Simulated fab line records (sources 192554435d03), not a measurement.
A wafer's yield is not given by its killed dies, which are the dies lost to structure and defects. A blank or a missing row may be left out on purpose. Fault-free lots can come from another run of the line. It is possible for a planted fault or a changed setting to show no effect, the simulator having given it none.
Which tool is to blame? | flow n5_finfet | 9 lots, 27 wafers sampled, at 7 steps of a route of 1938

== WHAT THE GAUGES READ, wafer by wafer ==
N5_MOL_CONTACT_COAG_CD_MEAS_101: the cd target is 16 nm. Usual: cd_nm at 16.1 nm, with a standard deviation of 0.36.
lot  | measured     | on        | cd_nm (nm)     | flag
L582 | day 6 10:50  | cd_sem-02 | 16.6 16.1 15.7 |
L583 | day 6 20:23  | cd_sem-03 | 17.0 16.4 16.4 |
L584 | day 6 23:05  | cd_sem-01 | 16.1 16.1 16.3 |
L585 | day 7 05:19  | cd_sem-03 | 16.4 15.9 16.4 |
L589 | day 8 05:59  | cd_sem-01 | 15.9 15.9 15.8 |
L595 | day 9 17:24  | cd_sem-03 | 16.0 15.6 16.2 |
L596 | day 9 20:33  | cd_sem-03 | 15.7 15.6 15.6 |
L597 | day 10 01:07 | cd_sem-03 | 16.5 15.9 15.7 |
L600 | day 10 22:50 | cd_sem-02 | 15.9 15.9 15.6 |

N5_MOL_CONTACT_COAG_THK_MEAS_53. Usual: VIA_MOL_THK typically reads 43.9 nm, with standard deviation 0.67.
lot  | measured     | on            | VIA_MOL_THK (nm) | flag
L582 | day 6 11:35  | film_metro-01 | 43.7 43.1 43.3   |
L583 | day 6 21:08  | film_metro-02 | 44.1 43.3 44.8   |
L584 | day 6 23:55  | film_metro-02 | 42.4 42.7 44.3   |
L585 | day 7 06:05  | film_metro-01 | 42.5 43.3 44.7   |
L589 | day 8 06:44  | film_metro-01 | 44.8 45.3 45.1   |
L595 | day 9 18:08  | film_metro-01 | - - -            | OFF
L596 | day 9 21:17  | film_metro-02 | - - -            | OFF
L597 | day 10 01:51 | film_metro-02 | - - -            | OFF
L600 | day 10 23:45 | film_metro-01 | 43.7 43.0 43.8   |

N5_MOL_CONTACT_COAG_INSPECT_97: inspects for defects (darkfield). Usual: raw_defect_count at 38, with a standard deviation of 14.
lot  | measured     | on                | raw_defect_count | flag
L582 | day 6 14:38  | defect_inspect-02 | 49 43 42         |
L583 | day 7 00:11  | defect_inspect-01 | 76 47 30         |
L584 | day 7 03:14  | defect_inspect-02 | 34 42 29         |
L585 | day 7 09:10  | defect_inspect-02 | 25 27 29         |
L589 | day 8 09:50  | defect_inspect-02 | 42 28 15         |
L595 | day 9 21:14  | defect_inspect-01 | 1282 1279 1244   | OFF
L596 | day 10 00:20 | defect_inspect-01 | 1277 1325 1363   | OFF
L597 | day 10 04:55 | defect_inspect-01 | 1251 1241 1243   | OFF
L600 | day 11 05:35 | defect_inspect-01 | 51 42 51         |

N5_BEOL_M4_RC_MEAS_101. Usual: DIBL_N 36.7 mV/V, standard deviation 1.8; DIBL_P 37.0 mV/V, standard deviation 2.4; IOFF_N 0.17 nA/um, standard deviation 0.036; IOFF_P 0.22 nA/um, standard deviation 0.042; ION_N 673 uA/um, standard deviation 12; ION_P 462 uA/um, standard deviation 8.5; SS_N 71.7 mV/dec, standard deviation 0.62; SS_P 73.4 mV/dec, standard deviation 0.65; VT_N 250 mV, standard deviation 3.7; VT_P -250 mV, standard deviation 3.7.
lot  | measured     | on        | DIBL_N (mV/V)  | DIBL_P (mV/V)  | IOFF_N (nA/um) | IOFF_P (nA/um) | ION_N (uA/um) | ION_P (uA/um) | SS_N (mV/dec)  | SS_P (mV/dec)  | VT_N (mV)   | VT_P (mV)      | flag
L582 | day 9 12:34  | prober-01 | 37.7 34.6 35.9 | 38.4 34.7 35.1 | 0.17 0.13 0.14 | 0.21 0.16 0.17 | 670 671 655   | 455 456 447   | 72.2 71.1 71.1 | 73.5 72.0 73.6 | 251 252 252 | -253 -255 -254 |
L583 | day 10 17:13 | prober-01 | 35.5 36.9 39.9 | 35.9 37.3 40.9 | 0.15 0.17 0.24 | 0.21 0.22 0.27 | 669 669 687   | 461 460 463   | 71.5 72.1 73.2 | 72.5 73.8 74.7 | 248 250 244 | -252 -252 -250 |
L584 | day 10 08:27 | prober-02 | 36.2 33.3 37.4 | 37.7 33.2 38.6 | 0.16 0.12 0.18 | 0.22 0.17 0.25 | 675 663 677   | 471 460 468   | 71.6 71.1 72.3 | 73.5 72.6 73.3 | 249 254 248 | -246 -251 -248 |
L585 | day 10 17:46 | prober-02 | 41.1 38.2 37.5 | 41.2 38.3 37.9 | 0.24 0.18 0.17 | 0.27 0.20 0.21 | 692 672 670   | 467 456 451   | 72.5 72.0 71.7 | 73.7 73.1 73.3 | 244 248 247 | -251 -255 -251 |
L589 | day 11 22:43 | prober-01 | 36.3 31.7 38.1 | 38.6 31.5 40.0 | 0.17 0.10 0.20 | 0.25 0.15 0.28 | 680 651 668   | 468 457 464   | 71.7 69.3 72.6 | 74.3 72.0 74.5 | 246 256 248 | -247 -250 -248 |
L600 | day 15 19:44 | prober-01 | 36.6 36.8 35.9 | 36.4 35.9 35.0 | 0.15 0.16 0.14 | 0.19 0.20 0.18 | 669 682 670   | 454 464 455   | 71.8 71.9 71.6 | 72.8 73.6 73.4 | 251 248 251 | -252 -253 -254 |

== EACH LOT AND THE TOOL THAT RAN IT (in order: tool; ch and the chambers of the sampled wafers; start) ==
lot  | N5_MOL_CONTACT_COAG_ETCHBACK_136   | N5_MOL_CONTACT_COAG_CMP_52    | N5_BEOL_M0_SAQP_PECVD_97
L582 | rie_diel-01 ch 0,1, day 6 10:23    | cmp-04 ch 0,3, day 6 11:17    | pecvd-01 ch 0,2, day 6 16:53
L583 | rie_diel-02 ch 0,1, day 6 20:00    | cmp-03 ch 0,2, day 6 20:50    | pecvd-04 ch 0,1, day 7 01:23
L584 | rie_diel-02 ch 0,2, day 6 22:42    | cmp-03 ch 1,2,3, day 6 23:39  | pecvd-01 ch 0,2, day 7 05:49
L585 | rie_diel-04 ch 1,3, day 7 04:55    | cmp-02 ch 0,2,3, day 7 05:50  | pecvd-01 ch 0,2, day 7 09:49
L589 | rie_diel-04 ch 2,3, day 8 05:35    | cmp-04 ch 2,3, day 8 06:28    | pecvd-01 ch 0,1, day 8 12:03
L595 | rie_diel-02 ch 1,2,3, day 9 17:01  | cmp-03 ch 0,1,2, day 9 17:55  | -
L596 | rie_diel-01 ch 0,2, day 9 20:10    | cmp-02 ch 2,3, day 9 21:00    | -
L597 | rie_diel-04 ch 0,2,3, day 10 00:41 | cmp-02 ch 2,3, day 10 01:34   | -
L600 | rie_diel-01 ch 1,2,3, day 10 22:26 | cmp-02 ch 0,2,3, day 10 23:29 | pecvd-01 ch 0,1,2, day 11 07:45
- N5_MOL_CONTACT_COAG_ETCHBACK_136: etches SiO2 in CHF3, target depth 25 nm, time 16.7 s.
- N5_MOL_CONTACT_COAG_CMP_52: polishes, stops on SiO2, t overpolish 1.5 s, target thk 66.5 nm.
- N5_BEOL_M0_SAQP_PECVD_97: deposits SiNx from SiH4/NH3/N2, target thk 23 nm, time 19.9 s.

== WHAT THE TOOLS THEMSELVES READ (means of the sampled wafers that have a number; where no wafer has one, the mark that the record gives instead) ==
N5_MOL_CONTACT_COAG_ETCHBACK_136. Usual: drypump_motor_current_A 5.6 A, standard deviation 0.47; oes_product_au 0.77 a.u., standard deviation 0.082; rf_fwd_power_W 598 W, standard deviation 3.4; rf_vpp_V 521 V, standard deviation 10; showerhead_plenum_p_Torr 2.39 Torr, standard deviation 0.09; throttle_valve_pct 18.68 %, standard deviation 0.19.
lot  | tool        | drypump_motor_current_A (A) | oes_product_au (a.u.) | rf_fwd_power_W (W) | rf_vpp_V (V) | showerhead_plenum_p_Torr (Torr) | throttle_valve_pct (%) | flag
L582 | rie_diel-01 | 5.0                         | 0.73                  | 597                | 533          | 2.36                            | 18.81                  |
L583 | rie_diel-02 | 5.6                         | 0.77                  | 595                | 521          | 2.34                            | 18.61                  |
L584 | rie_diel-02 | 5.5                         | 0.72                  | 597                | 512          | 2.35                            | 18.75                  |
L585 | rie_diel-04 | 6.0                         | 0.74                  | 600                | 515          | 2.41                            | 18.74                  |
L589 | rie_diel-04 | 5.8                         | 0.82                  | 599                | 517          | 2.36                            | 18.60                  |
L595 | rie_diel-02 | 5.8                         | 0.71                  | 597                | 519          | 2.34                            | 18.78                  |
L596 | rie_diel-01 | 5.9                         | 0.81                  | 600                | 536          | 2.48                            | 18.71                  |
L597 | rie_diel-04 | 5.8                         | 0.82                  | 601                | 523          | 2.41                            | 18.56                  |
L600 | rie_diel-01 | 5.5                         | 0.88                  | 600                | 528          | 2.45                            | 18.50                  |

N5_MOL_CONTACT_COAG_CMP_52. Usual: edge_zone_pressure_frac 1.000, standard deviation 0.0047; head_pressure_psi 4.001 psi, standard deviation 0.0082; motor_current_A 12.0 A, standard deviation 0.82; overpolish_run_s 1.500 s, standard deviation 0.0088; slurry_flow_ml_min 149.9, standard deviation 0.49; time_to_endpoint_s 13.6 s, standard deviation 2.1.
lot  | tool   | edge_zone_pressure_frac | head_pressure_psi (psi) | motor_current_A (A) | overpolish_run_s (s) | slurry_flow_ml_min | time_to_endpoint_s (s) | flag
L582 | cmp-04 | 1.003                   | 4.007                   | 13.2                | 1.500                | 150.2              | 12.2                   |
L583 | cmp-03 | 0.999                   | 4.003                   | 12.0                | 1.494                | 149.8              | 15.4                   |
L584 | cmp-03 | 1.003                   | 4.002                   | 11.8                | 1.499                | 150.0              | 14.9                   |
L585 | cmp-02 | 1.003                   | 3.992                   | 12.0                | 1.499                | 150.1              | 15.1                   |
L589 | cmp-04 | 1.002                   | 4.000                   | 12.4                | 1.508                | 149.7              | 13.1                   |
L595 | cmp-03 | -                       | -                       | -                   | -                    | -                  | -                      | OFF
L596 | cmp-02 | -                       | -                       | -                   | -                    | -                  | -                      | OFF
L597 | cmp-02 | -                       | -                       | -                   | -                    | -                  | -                      | OFF
L600 | cmp-02 | 0.998                   | 3.998                   | 12.1                | 1.497                | 149.7              | 14.4                   |

N5_BEOL_M0_SAQP_PECVD_97. Usual: heater_power_w 572 W, standard deviation 72; rf_fwd_power_W 296.7 W, standard deviation 1.4; showerhead_plenum_p_Torr 5.17 Torr, standard deviation 0.074; showerhead_vpp_V 1089 V, standard deviation 40; throttle_valve_pct 40.4 %, standard deviation 1.6.
lot  | tool     | heater_power_w (W) | rf_fwd_power_W (W) | showerhead_plenum_p_Torr (Torr) | showerhead_vpp_V (V) | throttle_valve_pct (%) | flag
L582 | pecvd-01 | 637                | 295.9              | 5.16                            | 1069                 | 38.6                   |
L583 | pecvd-04 | 511                | 296.6              | 5.11                            | 1087                 | 43.0                   |
L584 | pecvd-01 | 630                | 296.9              | 5.14                            | 1078                 | 39.2                   |
L585 | pecvd-01 | 627                | 296.3              | 5.16                            | 1056                 | 38.7                   |
L589 | pecvd-01 | 537                | 297.6              | 5.12                            | 1114                 | 40.3                   |
L600 | pecvd-01 | 599                | 297.4              | 5.14                            | 1088                 | 39.5                   |

== THE ANSWER, worked out from the rows above alone ==
Rule: a lot counts as off when the mean over its wafers that have a number is more than 3 standard deviations away from the usual mean. Also off: a lot with no number at a reading for which 4 or more lots have one. Any other lot the step has rows for is counted as sound. After the gauges, taken in route order, come the tools' own readings; for these a lot's mean is taken, as printed above. At the first step where some lot is off, the reading lying furthest off is the one used; lots without a number count as furthest.
Off: L595, L596, L597, at N5_MOL_CONTACT_COAG_THK_MEAS_53 (VIA_MOL_THK). Without a number there: L595, L596, L597.
If a tool, at a process step before that reading, ran all the lots that are off and no sound lot after the first of them, it fits. The gauges at N5_MOL_CONTACT_COAG_THK_MEAS_53 aren't tried: what is off there is off at N5_MOL_CONTACT_COAG_INSPECT_97 too, on other tools, and a gauge's error can't cause that. None of those tried fits.

== WHAT THE SIMULATOR HAD PUT IN ==
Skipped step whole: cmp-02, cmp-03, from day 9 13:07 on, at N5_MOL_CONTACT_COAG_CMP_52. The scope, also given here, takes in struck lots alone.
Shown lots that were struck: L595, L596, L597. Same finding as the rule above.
